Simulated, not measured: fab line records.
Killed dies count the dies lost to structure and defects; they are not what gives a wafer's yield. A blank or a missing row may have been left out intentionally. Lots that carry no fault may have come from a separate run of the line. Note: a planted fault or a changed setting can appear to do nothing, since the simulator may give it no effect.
Which tool did it?    flow n5-finfet    8 lots with 24 wafers sampled at 6 steps, on a route of 1938 steps

WHAT THE GAUGES READ, wafer by wafer
N5_BEOL_M4_RC_MEAS_101.
lot   measured      on         DIBL_N (mV/V)   DIBL_P (mV/V)   IOFF_N (nA/um)  IOFF_P (nA/um)  ION_N (uA/um)  ION_P (uA/um)  SS_N (mV/dec)   SS_P (mV/dec)   VT_N (mV)    VT_P (mV)
L589  day 7 22:57   prober-02  37.0 36.5 36.5  37.6 35.3 36.1  0.15 0.13 0.13  0.22 0.18 0.19  676 657 660    466 450 457    71.2 71.2 71.4  73.8 73.2 72.7  250 253 252  -250 -253 -251
L594  day 9 11:07   prober-01  35.0 32.6 31.7  36.6 33.3 31.5  0.16 0.12 0.10  0.20 0.16 0.14  679 660 651    461 455 448    71.9 71.3 71.0  73.5 72.5 72.5  250 253 256  -252 -255 -254
L595  day 9 12:15   prober-02  35.1 37.4 38.2  36.0 37.4 37.8  0.15 0.18 0.18  0.20 0.23 0.24  675 683 668    460 466 467    71.0 71.9 73.1  73.3 74.1 73.8  249 248 248  -250 -251 -249
L596  day 9 11:01   prober-02  35.9 33.1 36.3  36.7 32.7 36.9  0.16 0.11 0.17  0.22 0.16 0.22  684 657 678    462 456 460    70.7 70.2 71.2  73.4 71.7 73.2  248 252 247  -252 -254 -248
L605  day 12 00:47  prober-01  35.6 34.8       35.1 35.6       0.14 0.13       0.19 0.20       669 666        460 461        70.4 71.4       73.2 72.9       252 254      -250 -251
L609  day 13 07:49  prober-01  37.3 35.4 35.8  37.4 36.2 35.8  0.19 0.16 0.17  0.26 0.23 0.23  682 676 688    470 472 471    71.5 70.8 70.9  73.0 73.6 72.9  244 247 247  -246 -248 -248
L611  day 13 22:01  prober-01  38.1 37.9 35.8  39.6 38.2 37.0  0.19 0.18 0.15  0.26 0.23 0.20  677 696 674    462 474 464    72.5 72.1 71.2  74.5 74.2 74.0  246 249 251  -246 -248 -251
L612  day 14 01:53  prober-02  34.6 36.8 36.9  33.6 35.7 35.7  0.13 0.17 0.16  0.20 0.23 0.23  674 690 682    473 475 473    70.6 71.4 71.3  72.7 73.0 72.5  250 249 253  -251 -247 -247

TOOL THAT RAN EACH LOT (tool first, then ch and the chambers of the sampled wafers, then the start)
lot   N5_SPACER0_ALD_00                 N5_SD_EPI_N_VAPOR_ETCH_50       N5_SD_EPI_P_ETCH_37                N5_SD_EPI_P_ETCHBACK_46            N5_SD_EPI_P_STRIP_40
L589  ald-sin-02 ch 1,2,3, day 3 02:19  epi-rpcvd-01 ch 0, day 3 05:07  rie-diel-02 ch 0,2,3, day 3 08:08  rie-diel-02 ch 0,2,3, day 3 08:28  plasma-asher-01 ch 0,1, day 3 08:53
L594  ald-sin-02 ch 1,2,3, day 4 05:32  epi-rpcvd-02 ch 0, day 4 08:17  rie-diel-02 ch 0,1,3, day 4 12:05  rie-diel-02 ch 0,1,3, day 4 12:25  plasma-asher-01 ch 0,1, day 4 12:50
L595  ald-sin-03 ch 0,1,3, day 4 12:52  epi-rpcvd-04 ch 0, day 4 15:20  rie-diel-02 ch 1,3, day 4 18:59    rie-diel-02 ch 1,3, day 4 19:19    plasma-asher-02 ch 0,1, day 4 19:44
L596  ald-sin-03 ch 1,2,3, day 4 18:44  epi-rpcvd-04 ch 0, day 4 21:08  rie-diel-02 ch 1,2, day 5 00:25    rie-diel-02 ch 1,2, day 5 00:44    plasma-asher-01 ch 0,1, day 5 01:10
L605  ald-sin-04 ch 2,3, day 7 01:08    epi-rpcvd-01 ch 0, day 7 03:39  rie-diel-02 ch 0,2,3, day 7 07:14  rie-diel-02 ch 0,2,3, day 7 07:34  plasma-asher-01 ch 0,1, day 7 07:59
L609  ald-sin-04 ch 2,3, day 8 00:03    epi-rpcvd-04 ch 0, day 8 02:31  rie-diel-01 ch 0,1,3, day 8 06:01  rie-diel-01 ch 0,1,3, day 8 06:20  plasma-asher-02 ch 0,1, day 8 06:45
L611  ald-sin-02 ch 0,3, day 8 15:32    epi-rpcvd-04 ch 0, day 8 18:17  rie-diel-01 ch 2,3, day 8 21:34    rie-diel-01 ch 2,3, day 8 21:53    plasma-asher-01 ch 0,1, day 8 22:19
L612  ald-sin-02 ch 0,3, day 8 18:14    epi-rpcvd-01 ch 0, day 8 20:40  rie-diel-01 ch 0,2,3, day 8 23:34  rie-diel-01 ch 0,2,3, day 8 23:53  plasma-asher-01 ch 0,1, day 9 00:19
- N5_SPACER0_ALD_00: deposits SiOCN, target thk 3.5 nm, pulse time 3 s, purge time 2 s.
- N5_SD_EPI_N_VAPOR_ETCH_50: etches Si in HCl, time 54 s.
- N5_SD_EPI_P_ETCH_37: etches SOC in N2/H2, overetch 108 nm, time 486 s.
- N5_SD_EPI_P_ETCHBACK_46: etches SiNx in CH3F/O2, stops on SiO2, target depth 17.5 nm.
- N5_SD_EPI_P_STRIP_40: strips in N2/H2.

AS READ BY THE TOOLS THEMSELVES (means over the sampled wafers that have a number; for cases with no such wafer, the mark the record gives instead)
N5_SPACER0_ALD_00.
lot   tool        heater-power-w (W)  precursor-pulse-height-rel
L589  ald-sin-02  844                 1.005
L594  ald-sin-02  831                 0.995
L595  ald-sin-03  818                 0.987
L596  ald-sin-03  877                 1.018
L605  ald-sin-04  842                 0.994
L609  ald-sin-04  861                 1.008
L611  ald-sin-02  824                 1.002
L612  ald-sin-02  822                 1.020

N5_SD_EPI_N_VAPOR_ETCH_50.
lot   tool          throttle-valve-pct (%)
L589  epi-rpcvd-01  11.3
L594  epi-rpcvd-02  11.7
L595  epi-rpcvd-04  11.9
L596  epi-rpcvd-04  11.9
L605  epi-rpcvd-01  11.2
L609  epi-rpcvd-04  11.9
L611  epi-rpcvd-04  12.0
L612  epi-rpcvd-01  11.2

N5_SD_EPI_P_ETCH_37.
lot   tool         drypump-motor-current-A (A)  oes-product-au (a.u.)  rf-fwd-power-W (W)  rf-vpp-V (V)  showerhead-plenum-p-Torr (Torr)  throttle-valve-pct (%)
L589  rie-diel-02  5.7                          0.75                   2993                239.9         2.53                             23.92
L594  rie-diel-02  5.3                          0.72                   2991                241.8         2.55                             23.70
L595  rie-diel-02  5.1                          0.71                   2999                241.3         2.51                             23.37
L596  rie-diel-02  5.7                          0.70                   3002                237.8         2.36                             23.79
L605  rie-diel-02  5.7                          0.71                   2751                248.4         2.52                             23.96
L609  rie-diel-01  5.7                          0.69                   2994                242.6         2.63                             24.10
L611  rie-diel-01  5.1                          0.72                   2997                241.6         2.59                             23.92
L612  rie-diel-01  5.4                          0.71                   3001                241.9         2.62                             23.95

N5_SD_EPI_P_ETCHBACK_46.
lot   tool         drypump-motor-current-A (A)  oes-product-au (a.u.)  rf-vpp-V (V)  showerhead-plenum-p-Torr (Torr)  throttle-valve-pct (%)
L589  rie-diel-02  5.7                          0.72                   296           2.01                             16.47
L594  rie-diel-02  5.3                          0.69                   298           2.02                             16.32
L595  rie-diel-02  5.1                          0.68                   297           1.99                             16.15
L596  rie-diel-02  5.7                          0.66                   297           1.88                             16.44
L605  rie-diel-02  5.7                          0.57                   297           2.00                             16.51
L609  rie-diel-01  5.7                          0.67                   296           2.06                             16.48
L611  rie-diel-01  5.1                          0.69                   293           2.05                             16.50
L612  rie-diel-01  5.4                          0.67                   294           2.07                             16.45

N5_SD_EPI_P_STRIP_40.
lot   tool             drypump-motor-current-A (A)  heater-power-w (W)  oes-product-au (a.u.)
L589  plasma-asher-01  6.0                          301                 0.765
L594  plasma-asher-01  6.0                          292                 0.757
L595  plasma-asher-02  5.2                          403                 0.763
L596  plasma-asher-01  6.0                          298                 0.749
L605  plasma-asher-01  6.0                          295                 0.765
L609  plasma-asher-02  5.4                          374                 0.763
L611  plasma-asher-01  6.0                          292                 0.762
L612  plasma-asher-01  6.0                          295                 0.763

THE ANSWER, worked out from the rows above alone
Rule: what is usual is taken from the lots themselves. Put in order of their means at a reading, lots are off if they are a third of the lots or fewer, leave a main group of 4 or more, and stand apart from it by a gap of 3 or more times the standard deviation of the main group's means; of several such gaps the widest counts. A main group is skipped when, at the precision printed for the reading in the tables above, its means are all equal. A lot without any number at a reading at which 4 lots or more have one is off too. Any other lot the step has rows for is counted as sound. After the gauges, taken in route order, come the tools' own readings; for these a lot's mean is taken, as printed above. The first step at which some lot is off is used, and at that step the reading that is off furthest; a lot without a number counts as furthest.
Off at N5_SD_EPI_P_ETCH_37 (rf-fwd-power-W): L605. For the main group the mean is 2997 W and the standard deviation 3.9.
If a tool, at that step or one of the process steps before it, ran each lot that is off and ran no sound lot following the first of them, it fits. One fits: rie-diel-02 at N5_SD_EPI_P_ETCH_37. A fault onset in the window from L596 (day 5 00:25, its last sound lot) to L605 (day 7 07:14, its first lot off) fits.
The tool's own readings at N5_SD_EPI_P_ETCH_37 bear it out: on the lots that are off they differ by more than 5 times the standard deviation of the sound lots' means. rf-fwd-power-W reads 2751 W there against 2997 W on the sound lots.

WHAT THE SIMULATOR PUT IN
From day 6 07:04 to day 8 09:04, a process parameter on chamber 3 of rie-diel-02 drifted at N5_SD_EPI_P_ETCH_37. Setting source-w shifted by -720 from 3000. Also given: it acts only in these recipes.
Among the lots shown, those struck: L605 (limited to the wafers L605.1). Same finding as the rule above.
